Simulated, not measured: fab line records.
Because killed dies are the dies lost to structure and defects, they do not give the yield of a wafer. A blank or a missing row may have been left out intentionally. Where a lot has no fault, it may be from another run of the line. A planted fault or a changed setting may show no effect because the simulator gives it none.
Matching of chambers    flow n5 finfet    rie diel-06 running N5_SD_EPI_P_ETCH_16: 4 sister chambers
The step etches SiO2 in CHF3/O2, target depth 5 nm. 4 wafers are shown with their chamber, then 12 later ones without.

EACH WAFER AND ITS CHAMBER
wafer   chamber  showerhead plenum p Torr (Torr)
L085.2  1        2.52
L088.1  3        2.30
L088.2  0        2.46
L088.5  2        2.35

WAFERS MISSING THEIR CHAMBER
wafer   showerhead plenum p Torr (Torr)
L089.2  2.34
L089.5  2.29
L089.6  2.46
L091.1  2.29
L091.3  2.46
L091.6  2.52
L092.1  2.46
L092.2  2.29
L092.5  2.34
L096.1  2.34
L096.3  2.29
L096.5  2.51

WHICH CHAMBER EACH WENT THROUGH
wafer   from the rows above  in truth
L089.2  2                    2
L089.5  3                    3
L089.6  0                    0
L091.1  3                    3
L091.3  0                    0
L091.6  1                    1
L092.1  0                    0
L092.2  3                    3
L092.5  2                    2
L096.1  2                    2
L096.3  3                    3
L096.5  1                    1
Correctly placed: 12 of 12. From these rows, 0 cannot be placed. Number placed wrongly: 0.
How it was worked out, from the rows above alone: a wafer's distance from a chamber is the root of the sum, over the readings, of the square of ((its reading less the chamber's mean) divided by the reading's scatter). The wafer belongs to the nearest chamber; if the next one is less than 2 further off, it can't be placed. Each chamber's mean is taken over the wafers shown for it. The scatter (one wafer shown for each chamber): square how far every hidden wafer sits from the nearest shown wafer, average those squares and take the square root.
